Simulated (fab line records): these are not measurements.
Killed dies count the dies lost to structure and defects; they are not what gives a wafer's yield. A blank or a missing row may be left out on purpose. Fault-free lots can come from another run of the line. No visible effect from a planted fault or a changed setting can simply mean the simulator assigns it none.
Code-filled problem report in 8D (eight disciplines) form + flow nandHarc + the parts of the form that need people (team, actions taken, sign-off) are left out

== 1. THE PROBLEM ==
Mean of oesProductAu at NHARC_A_STAIRCASE_ETCH_13: 1.075 a.u. across 4 wafers in 3 lots; on wafers with no fault it is 0.938 a.u. (standard deviation 0.013). Measured from the usual mean, that is +11 standard deviations.
The step: etches the open film in C4F8/O2, target depth 100 nm, time 40.5 s.
First seen on wafer L416.4, day 20 23:46, on rieDiel-12. The record has a number at this step for 42 wafers belonging to 15 lots. The rule behind "out" and "out of limits": a value lying over 4 standard deviations away from the usual mean. All remaining wafers that have a number are taken as sound.

== 2. WHAT IT IS AND WHAT IT IS NOT ==
| question                    | is                             | is not                                                                                                         |
|-----------------------------|--------------------------------|----------------------------------------------------------------------------------------------------------------|
| which readings at this step | oesProductAu                   | rfVppV                                                                                                         |
| which lots                  | L416, L418, L419               | L405, L406, L407, L410, L411, L412, L420, L422, L423, L425, L426, L427                                         |
| which wafers of those lots  | L416.4, L416.5, L418.4, L419.4 | L418.2, L419.3                                                                                                 |
| read on which tools         | rieDiel-12                     | rieDiel-03, rieDiel-08                                                                                         |
| when                        | from day 20 23:46              | up to then (18 sound wafers); but 20 sound wafers of L418, L419, L420, L422, L423, L425, L426, L427 came after |

== 3. WHAT RULES OUT EACH SUSPECT ==
Counting: if a tool at a process step up to the reading ran every lot that is out, it stays a suspect. Sound lots after the first of them don't rule it out here, since some wafers of a struck lot are sound.
- plasmaAsher-02 at NHARC_A_STAIRCASE_STRIP_171 (strips in O2): kept. It ran every lot that is out, first L416 (day 20 22:12); its last sound lot up to then is L406 (day 16 17:23).
- rieDiel-12 at NHARC_A_STAIRCASE_ETCH_13 (etches the open film in C4F8/O2, target depth 100 nm, time 40.5 s): kept. It ran every lot that is out, first L416 (day 20 23:46); its last sound lot up to then is L412 (day 20 08:33). Its own readings are out on those wafers: oesProductAu.
Remaining after the count are plasmaAsher-02 at NHARC_A_STAIRCASE_STRIP_171 and rieDiel-12 at NHARC_A_STAIRCASE_ETCH_13.

== 4. THE CAUSE (what the simulator had put in) ==
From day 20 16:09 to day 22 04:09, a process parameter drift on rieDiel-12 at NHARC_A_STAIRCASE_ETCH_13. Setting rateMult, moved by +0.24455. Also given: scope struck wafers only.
Counting leaves 2 suspects; this tool is one of them.

== 5. THE CHAIN OF EFFECTS, in route order ==
Each row: a reading whose mean over the struck wafers that have a number lies more than 3 standard deviations from the usual. Readings are gone through only where the record gives a usual standard deviation; hours: the median, over the lots, of the time from a lot's start at the first step in this table giving one to that lot's start at this step; sigmas: the change measured in usual standard deviations.
| hours | step                      | reading      | usual      | on struck wafers | change | sigmas |
|-------|---------------------------|--------------|------------|------------------|--------|--------|
| 0     | NHARC_A_STAIRCASE_ETCH_13 | oesProductAu | 0.938 a.u. | 1.075            | +0.137 | +11    |
It contains these process steps:
- NHARC_A_STAIRCASE_ETCH_13: etches the open film in C4F8/O2, target depth 100 nm, time 40.5 s.

== 6. WHAT WOULD HAVE CAUGHT IT SOONER ==
In this record the first reading out of limits was taken at day 20 23:46, 8 hours after the fault began at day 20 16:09.
